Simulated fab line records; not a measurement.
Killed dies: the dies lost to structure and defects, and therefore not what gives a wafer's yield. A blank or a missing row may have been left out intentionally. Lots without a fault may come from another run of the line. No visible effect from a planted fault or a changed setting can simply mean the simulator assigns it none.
Chamber matching ; flow n5 finfet ; N5_BEOL_M4_CMP_52 on cmp-04: 4 sister chambers
The step polishes, stops on SiOC, t overpolish 6.8 s, target thk 40 nm. 7 wafers are shown with their chamber, then 7 later ones without.

== WAFERS, EACH WITH ITS CHAMBER ==
wafer;chamber;motor current A (A);head pressure psi (psi)
L076.1;2;6.2;1.0040
L075.3;1;5.8;0.9999
L080.1;0;6.7;1.0022
L080.2;1;5.3;0.9979
L080.4;3;5.8;1.0006
L091.2;3;6.0;1.0020
L091.3;0;6.9;1.0038

== WAFERS WITH NO CHAMBER GIVEN ==
wafer;motor current A (A);head pressure psi (psi)
L091.6;6.1;1.0000
L094.1;6.7;0.9974
L094.2;5.8;1.0004
L094.4;5.5;1.0004
L097.1;5.8;1.0015
L097.4;6.9;0.9984
L097.5;6.1;1.0010

== WHICH CHAMBER EACH WENT THROUGH ==
wafer;from the rows above;in truth
L091.6;can't be placed: 3 or 1 or 2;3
L094.1;can't be placed: 0 or 3 or 1 or 2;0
L094.2;can't be placed: 3 or 1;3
L094.4;can't be placed: 1 or 3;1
L097.1;can't be placed: 3 or 1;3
L097.4;can't be placed: 0 or 3 or 2 or 1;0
L097.5;can't be placed: 3 or 2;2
Correct placement for 0 of the 7. Can't be placed from these rows: 7 (the true chamber is among the candidates in 7). Wrongly placed: 0.
How it was worked out, from the rows above alone: a wafer's distance from a chamber is the root of the sum, over the readings, of the square of ((its reading less the chamber's mean) divided by the reading's scatter). The wafer belongs to the nearest chamber; if the next one is less than 2 further off, it can't be placed. For every chamber, the mean is computed from those of its wafers that are shown. How the scatter is found: for the shown wafers, subtract from each reading the mean of its chamber, square and add these, divide the total by (wafers less chambers), then take the root.
